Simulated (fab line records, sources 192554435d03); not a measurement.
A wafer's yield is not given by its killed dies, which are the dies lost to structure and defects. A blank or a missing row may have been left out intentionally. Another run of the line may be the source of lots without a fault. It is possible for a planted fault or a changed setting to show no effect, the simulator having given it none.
What tool caused it? | flow n5 finfet | 26 wafers from 9 lots sampled at 6 of the route's 1938 steps

== WHAT THE GAUGES SHOWED, per wafer ==
N5_BEOL_M1_CD_MEAS_28: target cd y 23.3 nm.
lot  | measured     | on        | cd nm (nm)
L581 | day 6 11:26  | cd sem-01 | 23.95 23.74 24.11
L586 | day 7 06:23  | cd sem-02 | 23.80 24.03 24.51
L587 | day 7 12:56  | cd sem-02 | 23.99 24.03 23.86
L589 | day 8 05:17  | cd sem-02 | 24.03 24.13 24.04
L590 | day 8 10:23  | cd sem-01 | 23.76 23.67 24.30
L592 | day 9 03:11  | cd sem-02 | 24.06 24.04 23.75
L601 | day 11 09:31 | cd sem-01 | 23.67 24.02
L603 | day 11 18:28 | cd sem-02 | 24.05 24.47 24.00
L604 | day 12 03:48 | cd sem-01 | 24.26 24.62 24.34

N5_BEOL_M1_OCD_MEAS_38.
lot  | measured     | on     | trench depth nm (nm)
L581 | day 6 22:43  | ocd-02 | 56.5 53.9 56.0
L586 | day 7 17:44  | ocd-01 | 56.9 56.3 55.4
L587 | day 8 05:36  | ocd-02 | 56.8 52.8 55.1
L589 | day 8 19:22  | ocd-01 | 55.1 53.1 55.5
L590 | day 8 22:59  | ocd-02 | 56.2 55.9 56.2
L592 | day 9 04:50  | ocd-01 | 56.0 55.8 55.9
L601 | day 11 17:40 | ocd-02 | 56.7 48.4
L603 | day 11 22:25 | ocd-01 | 55.5 56.0 53.6
L604 | day 12 05:05 | ocd-01 | 56.2 53.4 55.1

N5_BEOL_M4_RC_MEAS_101.
lot  | measured     | on        | DIBL_N (mV/V)  | DIBL_P (mV/V)  | IOFF_N (nA/um)    | IOFF_P (nA/um) | ION_N (uA/um) | ION_P (uA/um) | SS_N (mV/dec)  | SS_P (mV/dec)  | VT_N (mV)   | VT_P (mV)
L581 | day 9 13:23  | prober-02 | 37.6 35.0 36.7 | 37.7 34.2 37.0 | 0.208 0.148 0.181 | 0.24 0.19 0.23 | 694 678 676   | 467 468 460   | 71.5 71.5 71.1 | 74.4 73.2 73.8 | 245 247 247 | -250 -250 -248
L586 | day 10 16:06 | prober-02 | 36.2 38.4 38.0 | 36.1 37.5 37.2 | 0.169 0.224 0.212 | 0.23 0.26 0.26 | 684 684 685   | 462 466 470   | 71.8 72.4 72.3 | 73.3 74.9 74.6 | 250 246 244 | -249 -246 -248
L587 | day 11 00:16 | prober-01 | 34.5 35.3 35.4 | 34.7 34.3 34.9 | 0.136 0.138 0.137 | 0.18 0.16 0.17 | 683 655 667   | 459 444 452   | 70.8 71.7 71.6 | 73.2 73.0 72.5 | 250 251 249 | -252 -254 -254
L589 | day 11 04:52 | prober-01 | 35.7 36.1 36.9 | 34.9 36.7 36.5 | 0.159 0.173 0.179 | 0.24 0.28 0.27 | 678 685 678   | 474 478 478   | 70.0 70.5 71.5 | 72.7 73.2 73.3 | 251 250 248 | -242 -245 -244
L590 | day 11 17:14 | prober-01 | 33.2 35.7 34.5 | 31.2 34.0 32.1 | 0.101 0.127 0.107 | 0.13 0.16 0.14 | 667 663 642   | 457 454 443   | 70.6 71.1 71.7 | 72.3 73.0 72.6 | 255 255 258 | -259 -256 -259
L592 | day 11 12:04 | prober-02 | 34.5 36.2 36.2 | 35.2 36.6 37.0 | 0.138 0.164 0.176 | 0.19 0.21 0.23 | 680 684 688   | 469 470 476   | 71.0 71.9 71.5 | 72.1 73.2 72.6 | 252 245 245 | -249 -251 -247
L601 | day 14 03:55 | prober-02 | 35.2 35.5      | 34.8 34.9      | 0.145 0.156       | 0.21 0.21      | 676 684       | 467 465       | 71.3 71.2      | 72.8 72.8      | 251 251     | -248 -250
L603 | day 14 13:03 | prober-02 | 37.0 38.2 36.7 | 38.1 39.0 37.3 | 0.190 0.210 0.182 | 0.24 0.25 0.23 | 696 696 685   | 478 474 468   | 70.9 71.6 71.7 | 74.2 73.7 73.2 | 244 242 248 | -249 -248 -246
L604 | day 15 06:53 | prober-02 | 37.4 37.5 36.9 | 38.5 37.4 37.8 | 0.181 0.181 0.172 | 0.25 0.24 0.24 | 683 694 696   | 464 476 480   | 72.0 72.1 71.8 | 73.1 73.9 73.8 | 248 246 249 | -249 -248 -249

== TOOL THAT RAN EACH LOT (tool first, then ch and the chambers of the sampled wafers, then the start) ==
lot  | N5_BEOL_M1_ETCH_64                 | N5_BEOL_M1_ETCHBACK_99             | N5_BEOL_M1_TRENCH_ETCH_37
L581 | rie diel-02 ch 0,2, day 6 10:46    | rie diel-04 ch 0,2, day 6 22:19    | rie diel-04 ch 0,2, day 6 22:33
L586 | rie diel-06 ch 0,2,3, day 7 05:35  | rie diel-04 ch 0,1,3, day 7 17:20  | rie diel-04 ch 0,1,3, day 7 17:35
L587 | rie diel-06 ch 0,2,3, day 7 12:16  | rie diel-06 ch 0,2,3, day 8 05:12  | rie diel-06 ch 0,2,3, day 8 05:26
L589 | rie diel-04 ch 0,2, day 8 04:37    | rie diel-02 ch 2,3, day 8 18:59    | rie diel-02 ch 2,3, day 8 19:13
L590 | rie diel-02 ch 0,2,3, day 8 09:42  | rie diel-02 ch 0,1,3, day 8 22:36  | rie diel-02 ch 0,1,3, day 8 22:50
L592 | rie diel-06 ch 0,2, day 9 02:31    | rie diel-04 ch 0,3, day 9 04:27    | rie diel-04 ch 0,3, day 9 04:41
L601 | rie diel-04 ch 2,3, day 11 08:43   | rie diel-06 ch 0,2, day 11 17:17   | rie diel-06 ch 0,2, day 11 17:31
L603 | rie diel-06 ch 0,2,3, day 11 17:46 | rie diel-04 ch 0,2,3, day 11 22:01 | rie diel-04 ch 0,2,3, day 11 22:14
L604 | rie diel-02 ch 0,2,3, day 12 03:08 | rie diel-04 ch 0,2,3, day 12 04:41 | rie diel-04 ch 0,2,3, day 12 04:56
- N5_BEOL_M1_ETCH_64: etches SOC in N2/H2, target depth 75 nm, overetch 15 nm, time 112.5 s.
- N5_BEOL_M1_ETCHBACK_99: etches SiO2 in CHF3, target depth 5 nm, time 10.4 s.
- N5_BEOL_M1_TRENCH_ETCH_37: etches SiOC in C4F6/O2, target depth 55.207 nm, time 29 s.

== WHAT THE TOOLS THEMSELVES READ (means of the sampled wafers that have a number; where no wafer has one, the mark that the record gives instead) ==
N5_BEOL_M1_ETCH_64.
lot  | tool        | drypump motor current A (A) | oes product au (a.u.) | rf vpp V (V) | showerhead plenum p Torr (Torr) | throttle valve pct (%)
L581 | rie diel-02 | 6.1                         | 0.67                  | 523.0        | 2.52                            | 17.65
L586 | rie diel-06 | 5.7                         | 0.66                  | 523.3        | 2.54                            | 17.84
L587 | rie diel-06 | 5.7                         | 0.65                  | 523.0        | 2.53                            | 17.84
L589 | rie diel-04 | 5.5                         | 0.62                  | 520.4        | 2.43                            | 17.66
L590 | rie diel-02 | 6.2                         | 0.66                  | 523.0        | 2.51                            | 17.89
L592 | rie diel-06 | 5.9                         | 0.64                  | 522.0        | 2.49                            | 17.88
L601 | rie diel-04 | 5.4                         | 0.58                  | 520.8        | 2.42                            | 17.83
L603 | rie diel-06 | 5.7                         | 0.62                  | 522.8        | 2.52                            | 17.90
L604 | rie diel-02 | 6.2                         | 0.64                  | 523.3        | 2.50                            | 17.94

N5_BEOL_M1_ETCHBACK_99.
lot  | tool        | drypump motor current A (A) | oes_f_703_au (a.u.) | oes product au (a.u.) | rf vpp V (V) | showerhead plenum p Torr (Torr) | throttle valve pct (%)
L581 | rie diel-04 | 5.7                         | 0.85                | 0.87                  | 243          | 2.10                            | 16.98
L586 | rie diel-04 | 5.6                         | 0.86                | 0.88                  | 241          | 2.13                            | 17.04
L587 | rie diel-06 | 5.7                         | 0.81                | 0.81                  | 238          | 2.13                            | 17.05
L589 | rie diel-02 | 6.7                         | 0.81                | 0.81                  | 241          | 2.09                            | 17.25
L590 | rie diel-02 | 6.2                         | 0.81                | 0.80                  | 245          | 2.16                            | 16.95
L592 | rie diel-04 | 5.8                         | 0.85                | 0.88                  | 242          | 2.10                            | 17.02
L601 | rie diel-06 | 6.1                         | 0.82                | 0.81                  | 235          | 2.12                            | 17.01
L603 | rie diel-04 | 5.6                         | 0.77                | 0.78                  | 241          | 2.07                            | 17.12
L604 | rie diel-04 | 5.6                         | 0.76                | 0.78                  | 241          | 2.07                            | 17.12

N5_BEOL_M1_TRENCH_ETCH_37.
lot  | tool        | drypump motor current A (A) | oes_f_703_au (a.u.) | oes product au (a.u.) | rf vpp V (V) | run length s (s) | showerhead plenum p Torr (Torr) | throttle valve pct (%)
L581 | rie diel-04 | 5.7                         | 0.85                | 0.88                  | 673          | 51.9             | 2.78                            | 20.79
L586 | rie diel-04 | 5.6                         | 0.87                | 0.88                  | 667          | 52.5             | 2.81                            | 20.85
L587 | rie diel-06 | 5.7                         | 0.82                | 0.81                  | 661          | 52.4             | 2.83                            | 20.85
L589 | rie diel-02 | 6.7                         | 0.81                | 0.81                  | 667          | 52.0             | 2.77                            | 21.08
L590 | rie diel-02 | 6.2                         | 0.82                | 0.82                  | 675          | 52.1             | 2.86                            | 20.74
L592 | rie diel-04 | 5.8                         | 0.86                | 0.88                  | 670          | 52.5             | 2.78                            | 20.86
L601 | rie diel-06 | 6.1                         | 0.83                | 0.81                  | 652          | 50.6             | 2.80                            | 20.80
L603 | rie diel-04 | 5.6                         | 0.77                | 0.78                  | 665          | 52.1             | 2.74                            | 20.90
L604 | rie diel-04 | 5.6                         | 0.76                | 0.78                  | 665          | 52.0             | 2.74                            | 20.90

== THE ANSWER, worked out from the rows above alone ==
Rule: what is usual is taken from the lots themselves. The widest of any qualifying gaps counts: lots, ordered by their means at a reading, are off when they make up no more than a third of the lots, leave a main group of 4 or more, and stand apart from it by 3 or more times the standard deviation of that group's means. A main group is skipped when, at the precision printed for the reading in the tables above, its means are all equal. A lot without any number at a reading at which 4 lots or more have one is off too. Any other lot the step has rows for is counted as sound. Order of review: gauges by route order, followed by the tools' own readings, for which a lot's mean as printed above is used. At the first step where some lot is off, the reading lying furthest off is the one used; lots without a number count as furthest.
Off at N5_BEOL_M1_OCD_MEAS_38 (trench depth nm): L601. Mean 55.4 nm and standard deviation 0.58 in the main group.
A tool fits if, at a process step before that reading, it ran every lot that is off, and no sound lot after the first of them. Not tried: the gauges at N5_BEOL_M1_OCD_MEAS_38; whatever is off there is also off at N5_BEOL_M1_ETCH_64, on other tools, and gauge error can't account for it. Can't be told from this: 2 tools fit, rie diel-04 at N5_BEOL_M1_ETCH_64, rie diel-06 at N5_BEOL_M1_ETCHBACK_99 and N5_BEOL_M1_TRENCH_ETCH_37.

== WHAT HAD BEEN PUT IN BY THE SIMULATOR ==
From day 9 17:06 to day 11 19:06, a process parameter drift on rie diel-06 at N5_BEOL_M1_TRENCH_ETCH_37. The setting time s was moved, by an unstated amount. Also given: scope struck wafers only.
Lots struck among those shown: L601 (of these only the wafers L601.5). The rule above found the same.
